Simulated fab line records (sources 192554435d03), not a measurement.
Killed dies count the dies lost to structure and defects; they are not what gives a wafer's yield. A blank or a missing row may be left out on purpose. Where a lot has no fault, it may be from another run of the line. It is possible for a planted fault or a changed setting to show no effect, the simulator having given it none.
One fault seen from 3 desks || flow n5_finfet || what lay behind the numbers comes last; until then each desk has only its own

== THE METROLOGY DESK ==
Means of the sampled wafers that have a number, per lot and without regard to the tool the lot ran on: this is what the gauges read. The brackets show how far a lot's mean lies from the usual mean; more than 4 standard deviations puts the lot out of limits, marked OUT. Only the readings that lie furthest out on some lot appear, 7 of the 11 it has.
Columns: A = IOFF_N at N5_BEOL_M4_RC_MEAS_101, usual 0.149 nA/um; B = ION_N at N5_BEOL_M4_RC_MEAS_101, usual 671 uA/um; C = ION_P at N5_BEOL_M4_RC_MEAS_101, usual 460 uA/um; D = SS_N at N5_BEOL_M4_RC_MEAS_101, usual 71.4 mV/dec; E = VT_N at N5_BEOL_M4_RC_MEAS_101, usual 251 mV; F = VT_P at N5_BEOL_M4_RC_MEAS_101, usual -251 mV; G = TV_OVL at N5_PASSIVATION_OVL_MEAS_60, usual -2 nm
{"lot": "L835", "first seen here": "day 7 21:37", "A": 0.124, "B": 658, "C": 450, "D": 70.4, "E": 253, "F": -257, "G": -1}
{"lot": "L836", "first seen here": "day 7 22:20", "A": 0.145, "B": 669, "C": 459, "D": 71.0, "E": 253, "F": -250, "G": -4}
{"lot": "L837", "first seen here": "day 8 12:00", "A": 0.149, "B": 672, "C": 457, "D": 71.7, "E": 255, "F": -255, "G": -5}
{"lot": "L843", "first seen here": "day 9 17:02", "A": 0.165, "B": 687, "C": 475, "D": 71.1, "E": 249, "F": -247, "G": 1}
{"lot": "L845", "first seen here": "day 10 14:43", "A": 0.195, "B": 686, "C": 466, "D": 71.8, "E": 246, "F": -250, "G": 0}
{"lot": "L846", "first seen here": "day 10 20:29", "A": 0.147, "B": 662, "C": 463, "D": 71.3, "E": 251, "F": -249, "G": 8}
{"lot": "L852", "first seen here": "day 12 09:48", "A": 0.146, "B": 664, "C": 456, "D": 72.3, "E": 252, "F": -252, "G": 3}
{"lot": "L853", "first seen here": "day 12 13:02", "A": 0.122, "B": 670, "C": 459, "D": 71.0, "E": 252, "F": -256, "G": -11}
{"lot": "L857", "first seen here": "day 13 12:37", "A": 0.190, "B": 687, "C": 470, "D": 71.7, "E": 247, "F": -247, "G": 1}
{"lot": "L858", "first seen here": "day 13 15:45", "A": 0.141, "B": 675, "C": 459, "D": 71.5, "E": 251, "F": -251, "G": -3}
Result from this desk: across the 10 lots, nothing is out of limits.

== THE DEFECT DESK ==
Per lot, the means of the sampled wafers with a number show what the inspections along the route counted. The brackets show how far a lot's mean lies from the usual mean; more than 4 standard deviations puts the lot out of limits, marked OUT.
Columns: A = raw_defect_count at N5_MIM_BOT_LITHO_INSPECT_12, usual 2.1
{"lot": "L836", "first seen here": "day 11 07:56", "A": 1.7}
{"lot": "L835", "first seen here": "day 11 08:14", "A": 1.0}
{"lot": "L837", "first seen here": "day 12 01:31", "A": 2.3}
{"lot": "L843", "first seen here": "day 13 08:02", "A": 1.3}
{"lot": "L845", "first seen here": "day 14 01:48", "A": 2.7}
{"lot": "L846", "first seen here": "day 14 11:42", "A": 0.7}
{"lot": "L853", "first seen here": "day 16 06:27", "A": 2.0}
{"lot": "L852", "first seen here": "day 16 11:42", "A": 4.0}
{"lot": "L857", "first seen here": "day 17 02:25", "A": 1.3}
{"lot": "L858", "first seen here": "day 17 11:31", "A": 1.7}
Result from this desk: across the 10 lots, nothing is out of limits.

== DESK OF THE TOOL OWNER: rie_diel-03 ==
The tool's own readings at N5_BEOL_M11_VIA_ETCH_34 (etches SiCOH lowk in C4F6/O2, target depth 184.5 nm, time 69.2 s): means of the sampled wafers that have a number, for each lot that ran on this tool. The brackets show how far a lot's mean lies from the usual mean; more than 4 standard deviations puts the lot out of limits, marked OUT.
Columns: A = O2_flow_sccm at N5_BEOL_M11_VIA_ETCH_34, usual 10.00 sccm; B = drypump_motor_current_A at N5_BEOL_M11_VIA_ETCH_34, usual 5.7 A; C = oes_product_au at N5_BEOL_M11_VIA_ETCH_34, usual 0.75 a.u.; D = rf_vpp_V at N5_BEOL_M11_VIA_ETCH_34, usual 662 V; E = showerhead_plenum_p_Torr at N5_BEOL_M11_VIA_ETCH_34, usual 2.84 Torr; F = throttle_valve_pct at N5_BEOL_M11_VIA_ETCH_34, usual 21.06 %
{"lot": "L836", "first seen here": "day 10 03:46", "A": 10.01, "B": 5.5, "C": 0.73, "D": 658, "E": 2.85, "F": 21.22}
{"lot": "L837", "first seen here": "day 10 19:44", "A": 9.97, "B": 5.5, "C": 0.73, "D": 657, "E": 2.85, "F": 21.23}
{"lot": "L846", "first seen here": "day 13 03:31", "A": 10.03, "B": 5.5, "C": 0.71, "D": 660, "E": 2.88, "F": 21.25}
{"lot": "L852", "first seen here": "day 14 18:11", "A": 10.02, "B": 5.6, "C": 0.65, "D": 655, "E": 2.78, "F": 21.25}
{"lot": "L853", "first seen here": "day 14 21:09", "A": 9.99, "B": 5.7, "C": 0.66, "D": 664, "E": 2.83, "F": 21.21}
Result from this desk: across the 5 lots, nothing is out of limits.

== TAKEN TOGETHER ==
The metrology desk saw nothing out of limits.
Nothing out of limits was seen by the defect desk.
The tool owner's desk saw nothing out of limits.

== WHAT WAS PUT IN BY THE SIMULATOR ==
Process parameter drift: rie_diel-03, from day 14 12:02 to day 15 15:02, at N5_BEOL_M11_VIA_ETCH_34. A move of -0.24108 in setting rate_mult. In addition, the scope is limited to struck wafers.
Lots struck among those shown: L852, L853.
